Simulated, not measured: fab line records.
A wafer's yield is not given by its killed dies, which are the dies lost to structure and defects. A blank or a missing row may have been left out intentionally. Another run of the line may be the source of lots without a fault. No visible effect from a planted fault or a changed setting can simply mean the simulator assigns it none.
Which tool was responsible? | flow n5-finfet | 11 lots, 32 wafers sampled, at 2 steps of a route of 1938

## WHAT THE GAUGES SHOWED, per wafer
N5_SD_EPI_P_EPI_MEAS_23.
lot  | measured    | on            | thk-nm (nm)
L161 | day 3 08:33 | film-metro-02 | 61.6 62.0 63.8
L163 | day 4 06:32 | film-metro-01 | 59.2 61.0 58.9
L166 | day 4 17:12 | film-metro-02 | 60.5 62.1 60.6
L169 | day 5 10:20 | film-metro-01 | 60.7 63.1 63.2
L170 | day 5 15:52 | film-metro-01 | 60.2 60.9 60.7
L171 | day 5 19:47 | film-metro-02 | 48.2 46.5 48.4
L173 | day 6 12:41 | film-metro-02 | 46.9 49.1 47.6
L174 | day 6 16:20 | film-metro-02 | 59.4 59.3 59.4
L175 | day 6 21:55 | film-metro-01 | 60.7 62.3 59.4
L180 | day 8 09:09 | film-metro-02 | 61.2 61.1 60.5
L183 | day 9 04:59 | film-metro-01 | 60.4 60.6

## WHICH TOOL RAN EACH LOT (tool, then ch and the chambers of the sampled wafers, then the start)
lot  | N5_SD_EPI_P_EPI_21
L161 | epi-rpcvd-01 ch 0, day 3 06:22
L163 | epi-rpcvd-01 ch 0, day 4 04:20
L166 | epi-rpcvd-01 ch 0, day 4 15:01
L169 | epi-rpcvd-01 ch 0, day 5 08:08
L170 | epi-rpcvd-02 ch 0, day 5 13:40
L171 | epi-rpcvd-01 ch 0, day 5 17:56
L173 | epi-rpcvd-01 ch 0, day 6 10:29
L174 | epi-rpcvd-04 ch 0, day 6 14:30
L175 | epi-rpcvd-02 ch 0, day 6 19:43
L180 | epi-rpcvd-04 ch 0, day 8 07:40
L183 | epi-rpcvd-02 ch 0, day 9 04:13
- N5_SD_EPI_P_EPI_21: deposits SiGe:B, time 355 s.

## THE ANSWER, worked out from the rows above alone
Rule: what is usual is taken from the lots themselves. Put in order of their means at a reading, lots are off if they are a third of the lots or fewer, leave a main group of 4 or more, and stand apart from it by a gap of 3 or more times the standard deviation of the main group's means; of several such gaps the widest counts. The tables above print the reading to a certain number of digits; a main group whose means all agree to those digits is not used. A lot without any number at a reading at which 4 lots or more have one is off too. All remaining lots with rows at the step are treated as sound.
Off at N5_SD_EPI_P_EPI_MEAS_23 (thk-nm): L171, L173. Mean 60.9 nm and standard deviation 0.98 in the main group.
A tool fits if, at a process step before that reading, it ran every lot that is off, and no sound lot after the first of them. Those tools and the gauges at N5_SD_EPI_P_EPI_MEAS_23 are tried in the same way. One candidate fits, namely epi-rpcvd-01 at N5_SD_EPI_P_EPI_21. Its last sound lot is L169 (day 5 08:08), its first lot that is off L171 (day 5 17:56): a fault that began between those two fits.

## WHAT THE SIMULATOR PUT IN
Site profile drift: epi-rpcvd-01, from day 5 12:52 on, at N5_SD_EPI_P_EPI_21. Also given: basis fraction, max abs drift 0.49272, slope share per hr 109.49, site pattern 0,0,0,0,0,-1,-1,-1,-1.
Struck lots among those shown: L171, L173. The rule above reached the same finding.
